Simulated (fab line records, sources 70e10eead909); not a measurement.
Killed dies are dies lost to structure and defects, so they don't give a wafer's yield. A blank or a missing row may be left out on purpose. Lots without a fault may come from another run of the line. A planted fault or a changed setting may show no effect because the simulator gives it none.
Which tool did it? | flow nand_harc | 12 lots, 33 wafers sampled, at 5 steps of a route of 1159

WHAT THE GAUGES READ, wafer by wafer
NHARC_END_SORT_01.
lot  | measured     | on        | killed_at_array | killed_at_other | killed_at_periphery | killed_dies | killed_open | killed_short
L640 | day 21 23:13 | prober-02 | 18 14           | 2 3             | 6 660               | 26 677      | 4 3         | 5 1
L641 | day 21 08:49 | prober-01 | 29 30           | 1 1             | 647 2               | 677 33      | 1 3         | 1 1
L643 | day 22 08:36 | prober-01 | 15 24           | 0 0             | 662 2               | 677 26      | 2 4         | 1 1

WHICH TOOL RAN EACH LOT (tool, then ch and the chambers of the sampled wafers, then the start)
lot  | NHARC_P_GATE_DESCUM_61             | NHARC_P_GATE_STRIP_113               | NHARC_P_GATE_RTA_80              | NHARC_P_CONTACT_ETCH_18
L634 | rie_diel-12 ch 0,1,2, day 5 03:49  | plasma_asher-02 ch 0,1, day 5 05:59  | rtp_anneal-02 ch 0, day 5 08:00  | rie_diel-01 ch 0,1,3, day 5 10:56
L637 | rie_diel-12 ch 1,2,3, day 5 21:42  | plasma_asher-02 ch 0,1, day 6 00:02  | rtp_anneal-01 ch 0, day 6 01:46  | rie_diel-01 ch 0,1, day 6 04:35
L636 | rie_diel-09 ch 0,1,2, day 5 22:04  | plasma_asher-01 ch 0,1, day 6 00:35  | rtp_anneal-02 ch 0, day 6 02:24  | rie_diel-08 ch 0,3, day 6 05:24
L638 | rie_diel-12 ch 0,1,3, day 6 07:59  | plasma_asher-01 ch 0,1, day 6 09:56  | rtp_anneal-01 ch 0, day 6 11:50  | rie_diel-11 ch 0,2, day 6 15:04
L640 | rie_diel-12 ch 1,3, day 7 01:55    | plasma_asher-01 ch 0,1, day 7 03:58  | rtp_anneal-02 ch 0, day 7 05:51  | rie_diel-01 ch 1,2, day 7 08:44
L641 | rie_diel-13 ch 0,3, day 7 02:31    | plasma_asher-02 ch 1, day 7 05:08    | rtp_anneal-01 ch 0, day 7 06:45  | rie_diel-01 ch 1, day 7 09:59
L643 | rie_diel-12 ch 2,3, day 7 17:40    | plasma_asher-01 ch 0,1, day 7 19:59  | rtp_anneal-02 ch 0, day 7 21:42  | rie_diel-01 ch 0, day 8 00:29
L644 | rie_diel-12 ch 0,2,3, day 8 12:10  | plasma_asher-02 ch 0,1, day 8 14:38  | rtp_anneal-01 ch 0, day 8 16:34  | rie_diel-11 ch 0,2,3, day 8 19:31
L653 | rie_diel-12 ch 1,3, day 9 21:56    | plasma_asher-02 ch 0,1, day 9 23:59  | rtp_anneal-01 ch 0, day 10 01:58 | rie_diel-11 ch 0,2, day 10 04:53
L656 | rie_diel-13 ch 0,1,3, day 10 11:55 | plasma_asher-01 ch 0,1, day 10 13:59 | rtp_anneal-02 ch 0, day 10 15:44 | rie_diel-08 ch 0,1,3, day 10 18:54
L655 | rie_diel-13 ch 0,3, day 10 12:26   | plasma_asher-02 ch 1, day 10 14:32   | rtp_anneal-02 ch 0, day 10 16:41 | rie_diel-01 ch 0,1,2, day 10 19:35
L657 | rie_diel-09 ch 0,1,3, day 11 06:21 | plasma_asher-02 ch 0,1, day 11 08:26 | rtp_anneal-02 ch 0, day 11 10:20 | rie_diel-11 ch 1,2,3, day 11 13:37
- NHARC_P_GATE_DESCUM_61: chemistry O2, time 3 s.
- NHARC_P_GATE_STRIP_113: strips in N2/H2, time 740 s.
- NHARC_P_GATE_RTA_80: time 30 s.
- NHARC_P_CONTACT_ETCH_18: etches the open film in C4F8/O2/Ar, target depth 481 nm, time 240.5 s.

WHAT THE TOOLS THEMSELVES READ (means of the sampled wafers that have a number; where no wafer has one, the mark that the record gives instead)
NHARC_P_GATE_DESCUM_61.
lot  | tool        | drypump_motor_current_A (A) | oes_product_au (a.u.) | rf_vpp_V (V) | showerhead_plenum_p_Torr (Torr) | throttle_valve_pct (%)
L634 | rie_diel-12 | 6.0                         | 1.000                 | 58.1         | 1.99                            | 11.316
L637 | rie_diel-12 | 5.9                         | 1.006                 | 58.7         | 2.02                            | 11.314
L636 | rie_diel-09 | 5.9                         | 0.998                 | 57.1         | 1.91                            | 11.321
L638 | rie_diel-12 | 5.6                         | 0.997                 | 58.4         | 1.97                            | 11.312
L640 | rie_diel-12 | 5.7                         | 0.991                 | 58.1         | 2.00                            | 11.310
L641 | rie_diel-13 | 5.7                         | 1.002                 | 58.0         | 1.94                            | 11.323
L643 | rie_diel-12 | 5.8                         | 1.000                 | 57.5         | 2.04                            | 11.308
L644 | rie_diel-12 | 5.6                         | 1.005                 | 57.7         | 1.99                            | 11.312
L653 | rie_diel-12 | 5.9                         | 0.990                 | 57.2         | 2.00                            | 11.324
L656 | rie_diel-13 | 5.7                         | 1.009                 | 58.2         | 1.98                            | 11.307
L655 | rie_diel-13 | 5.7                         | 1.006                 | 57.9         | 1.94                            | 11.308
L657 | rie_diel-09 | 5.9                         | 0.988                 | 57.4         | 1.89                            | 11.312

NHARC_P_GATE_STRIP_113.
lot  | tool            | drypump_motor_current_A (A) | heater_power_w (W) | rf_refl_power_W (W)
L634 | plasma_asher-02 | 6.01                        | 79                 | 23
L637 | plasma_asher-02 | 5.98                        | 79                 | 24
L636 | plasma_asher-01 | 5.68                        | 81                 | 25
L638 | plasma_asher-01 | 5.68                        | 79                 | 25
L640 | plasma_asher-01 | 5.75                        | 80                 | 23
L641 | plasma_asher-02 | 6.25                        | 76                 | 16
L643 | plasma_asher-01 | 5.76                        | 82                 | 24
L644 | plasma_asher-02 | 6.13                        | 79                 | 21
L653 | plasma_asher-02 | 6.12                        | 77                 | 20
L656 | plasma_asher-01 | 5.68                        | 81                 | 25
L655 | plasma_asher-02 | 6.25                        | 76                 | 17
L657 | plasma_asher-02 | 6.12                        | 77                 | 20

NHARC_P_GATE_RTA_80.
lot  | tool          | lamp_power_pct (%) | lamp_zone_4_pct (%) | wafer_temp_C_max
L634 | rtp_anneal-02 | 2.15               | 2.16                | 301.1
L637 | rtp_anneal-01 | 2.39               | 2.39                | 301.3
L636 | rtp_anneal-02 | 2.15               | 2.15                | 300.9
L638 | rtp_anneal-01 | 2.39               | 2.39                | 301.4
L640 | rtp_anneal-02 | 2.15               | 2.15                | 301.1
L641 | rtp_anneal-01 | 2.40               | 2.40                | 301.1
L643 | rtp_anneal-02 | 2.15               | 2.15                | 301.0
L644 | rtp_anneal-01 | 2.39               | 2.39                | 301.7
L653 | rtp_anneal-01 | 2.39               | 2.39                | 301.3
L656 | rtp_anneal-02 | 2.15               | 2.15                | 300.7
L655 | rtp_anneal-02 | 2.15               | 2.15                | 300.6
L657 | rtp_anneal-02 | 2.15               | 2.16                | 301.0

NHARC_P_CONTACT_ETCH_18.
lot  | tool        | oes_product_au (a.u.) | rf_vpp_V (V) | run_length_s (s)
L634 | rie_diel-01 | 0.974                 | 976          | 261.9
L637 | rie_diel-01 | 0.955                 | 974          | 261.7
L636 | rie_diel-08 | 0.979                 | 977          | 261.6
L638 | rie_diel-11 | 0.967                 | 976          | 262.2
L640 | rie_diel-01 | 0.968                 | 972          | 232.9
L641 | rie_diel-01 | 0.968                 | 974          | 232.9
L643 | rie_diel-01 | 0.973                 | 975          | 232.9
L644 | rie_diel-11 | 0.967                 | 981          | 262.1
L653 | rie_diel-11 | 0.961                 | 977          | 262.1
L656 | rie_diel-08 | 0.964                 | 975          | 262.0
L655 | rie_diel-01 | 0.966                 | 972          | 261.8
L657 | rie_diel-11 | 0.968                 | 982          | 262.0

THE ANSWER, worked out from the rows above alone
Rule: what is usual is taken from the lots themselves. Put in order of their means at a reading, lots are off if they are a third of the lots or fewer, leave a main group of 4 or more, and stand apart from it by a gap of 3 or more times the standard deviation of the main group's means; of several such gaps the widest counts. A main group whose means are all the same, to the digits that the tables above print for the reading, isn't used. A lot without any number at a reading at which 4 lots or more have one is off too. The other lots that the step has rows for count as sound. The gauges are gone through in route order, then the tools' own readings, and for those a lot's mean is taken as printed above. The first step at which some lot is off is used, and at that step the reading that is off furthest; a lot without a number counts as furthest.
Off: L640, L641, L643, at NHARC_P_CONTACT_ETCH_18 (run_length_s). The main group: mean 261.9 s, standard deviation 0.19.
A tool fits if, at that step or a process step before it, it ran every lot that is off, and no sound lot after the first of them. None of those tried fits.

WHAT THE SIMULATOR HAD PUT IN
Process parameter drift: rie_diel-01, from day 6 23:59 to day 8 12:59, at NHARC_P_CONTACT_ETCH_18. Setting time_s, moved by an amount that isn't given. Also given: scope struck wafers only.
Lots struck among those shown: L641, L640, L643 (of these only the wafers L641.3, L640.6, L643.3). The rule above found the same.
